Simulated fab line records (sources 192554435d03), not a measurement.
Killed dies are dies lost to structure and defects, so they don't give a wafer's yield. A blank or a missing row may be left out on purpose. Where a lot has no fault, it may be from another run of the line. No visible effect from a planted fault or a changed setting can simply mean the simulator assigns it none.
Split-lot study	flow n5_finfet	21 wafers read across 7 lots, on a route 1938 steps long

SPLIT DETAILS
At N5_BEOL_M2_COAT_61 (time 60 s, resist thk 60 nm), the setting spin_rpm was moved away from the recipe's 1500 rpm on 9 of the 21 wafers read, by -9.4% to +4.9%. For the rest of the wafers, this setting stayed at what the recipe calls for.

FROM THE SPLIT TO THE READING: what the file shows between them, 8 steps
- N5_BEOL_M2_COAT_62: time 60 s, resist thk 12 nm
- N5_BEOL_M2_COAT_73: time 60 s, resist thk 5 nm
- N5_BEOL_M2_ETCH_74: etches underlayer in N2/H2, target depth 6.5 nm, time 5.2 s
- N5_BEOL_M2_ETCH_63: etches SiARC in CF4, target depth 15.6 nm, time 26 s
- N5_BEOL_M2_ETCH_64: etches SOC in N2/H2, target depth 75 nm, overetch 22.5 nm, time 121.9 s
- N5_BEOL_M2_STRIP_65: strips in N2/H2
- N5_BEOL_M2_STRIP_75: strips in N2/H2
- N5_BEOL_M2_STRIP_66: strips in CF4

THE READING
SOC_of_BEOL_M2_COAT_61.thk_nm (the simulator's own value, which no gauge read), in nm, at N5_BEOL_M2_HM_OPEN_17 (chemistry Cl2/BCl3, target TiN, target depth 20 nm, overetch 6 nm). The file does not state a usual value for it. Average 52.0 nm, standard deviation 0.25 nm, over the 12 wafers here run with the recipe.

wafer	tool, chamber at the split	spin_rpm as run, rpm	against the recipe	SOC_of_BEOL_M2_COAT_61.thk_nm, nm	against lot-mates on the recipe
L074.2	litho_track-02, 0	1500	recipe	52.2	-
L074.3	litho_track-02, 0	1364	-9.1%	54.8	+2.6
L074.4	litho_track-02, 0	1364	-9.1%	54.8	+2.6
L085.2	litho_track-02, 0	1374	-8.4%	54.4	+2.6
L085.3	litho_track-02, 0	1374	-8.4%	54.4	+2.6
L085.4	litho_track-02, 0	1500	recipe	51.8	-
L086.1	litho_track-01, 0	1500	recipe	51.8	-
L086.4	litho_track-01, 0	1574	+4.9%	50.6	-1.2
L086.6	litho_track-01, 0	1574	+4.9%	50.6	-1.2
L088.3	litho_track-02, 0	1500	recipe	52.4	-
L088.4	litho_track-02, 0	1500	recipe	52.2	-
L088.5	litho_track-02, 0	1500	recipe	52.2	-
L091.1	litho_track-02, 0	1500	recipe	51.8	-
L091.4	litho_track-02, 0	1500	recipe	51.8	-
L091.5	litho_track-02, 0	1500	recipe	51.6	-
L092.3	litho_track-01, 0	1500	recipe	52.4	-
L092.5	litho_track-01, 0	1411	-5.9%	54.2	+1.8
L092.6	litho_track-01, 0	1411	-5.9%	54	+1.6
L095.2	litho_track-01, 0	1500	recipe	52	-
L095.3	litho_track-01, 0	1500	recipe	52	-
L095.5	litho_track-01, 0	1359	-9.4%	54.6	+2.6

THE FIT
A straight line over all 21 wafers: SOC_of_BEOL_M2_COAT_61.thk_nm changes by -0.297 nm for each +1% of spin_rpm; r = -0.99; the points scatter about the line by 0.24 nm.
The same after taking each lot's own level away (the mean of its wafers on the recipe; 21 wafers): -0.283 nm for each +1%; r = -1.00; scatter 0.11 nm.
On that fit, the largest move of spin_rpm shifts the reading by 2.7 nm.
From 51.73 to 52.40 nm: that is the span of the lots' own levels, equal to 2.7 times the standard deviation above.
Hence the lot-to-lot level has little effect on the slope; both slopes agree.
Check: for one of the wafers moved furthest among these (-9.4%), held out of the fit, the line's prediction against its lot-mates is +2.73 nm. Against them it came out at +2.6 nm.

THE OTHER SPLITS THESE WAFERS WENT THROUGH
Other splits were also applied to these wafers ahead of the reading. Each is held against what the fit with the lots' levels taken away leaves over:
other split on the same wafers	wafers away from the commonest value	r with SOC_of_BEOL_M2_COAT_61.thk_nm (lot level and that fit taken away)
N5_MOL_CONTACT_COAG_ETCH_110 bias_w	6	-0.16
N5_MOL_CONTACT_COAG_VIA_ETCH_46 bias_w	7	+0.00
N5_MOL_CONTACT_COAG_CVD_140 target_thk_a	6	-0.16
N5_BEOL_M0_SAQP_PECVD_96 time_s	9	+0.00
N5_BEOL_M0_SAQP_ETCH_106 target_depth_a	7	+0.13
N5_BEOL_M1_COAT_05 spin_rpm	5	-0.36

THE WHOLE CHAIN: every reading that the file lists as answering this split, in the file's order
step	what it does	reading	change (the file's fit)	r (the file's)
N5_BEOL_M2_COAT_61	time 60 s, resist thk 60 nm	SOC_of_BEOL_M2_COAT_61.thk_nm (the simulator's own value, which no gauge read)	-0.297 nm for each +1% of the setting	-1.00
N5_BEOL_M2_ETCH_64	etches SOC in N2/H2, target depth 75 nm, overetch 22.5 nm, time 121.9 s	etch.depth_nm (the simulator's own value, which no gauge read)	-0.299 nm for each +1% of the setting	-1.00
N5_BEOL_M2_HM_OPEN_17	chemistry Cl2/BCl3, target TiN, target depth 20 nm, overetch 6 nm	SOC_of_BEOL_M2_COAT_61.thk_nm (the simulator's own value, which no gauge read)	-0.286 nm for each +1% of the setting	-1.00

THE FILE'S OWN FIT
SOC_of_BEOL_M2_COAT_61.thk_nm changes by -0.286 nm for each +1% of spin_rpm, r = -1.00.
